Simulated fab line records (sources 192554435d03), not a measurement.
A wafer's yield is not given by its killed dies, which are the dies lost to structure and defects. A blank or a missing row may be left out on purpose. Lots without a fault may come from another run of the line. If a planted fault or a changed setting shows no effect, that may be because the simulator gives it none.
Matching of chambers + flow n5Finfet + N5_BEOL_M6_ALD_77 on aldMetal-02 has 4 sister chambers
The step deposits TaN, target thk 2 nm, pulse time 2 s, purge time 3 s. 8 wafers are shown with their chamber, then 7 later ones without.

## WAFERS, EACH WITH ITS CHAMBER
| wafer  | chamber | heaterPowerW (W) |
|--------|---------|------------------|
| L251.1 | 2       | 344              |
| L253.1 | 2       | 337              |
| L253.6 | 1       | 365              |
| L254.2 | 0       | 354              |
| L254.3 | 1       | 362              |
| L254.6 | 3       | 383              |
| L255.1 | 0       | 350              |
| L255.2 | 3       | 378              |

## WAFERS MISSING THEIR CHAMBER
| wafer  | heaterPowerW (W) |
|--------|------------------|
| L255.6 | 353              |
| L260.2 | 361              |
| L260.4 | 360              |
| L260.5 | 373              |
| L267.1 | 381              |
| L267.2 | 366              |
| L267.6 | 362              |

## WHICH CHAMBER EACH WENT THROUGH
| wafer  | from the rows above     | in truth                   |
|--------|-------------------------|----------------------------|
| L255.6 | 0                       | 0                          |
| L260.2 | can't be placed: 1 or 0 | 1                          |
| L260.4 | can't be placed: 1 or 0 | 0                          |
| L260.5 | can't be placed: 3 or 1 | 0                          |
| L267.1 | 3                       | 3                          |
| L267.2 | 1                       | 1                          |
| L267.6 | 1                       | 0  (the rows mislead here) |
Placed correctly: 3 of 7. From these rows, 3 cannot be placed; in 2 the true chamber is one of the candidates. Number placed wrongly: 1.
How it was worked out, from the rows above alone: a wafer's distance from a chamber is the root of the sum, over the readings, of the square of ((its reading less the chamber's mean) divided by the reading's scatter). The wafer belongs to the nearest chamber; if the next one is less than 2 further off, it can't be placed. A chamber's mean is the mean of its shown wafers. The scatter is the square root of a quotient: the sum, over the shown wafers, of each reading's squared deviation from its chamber's mean, divided by wafers minus chambers.
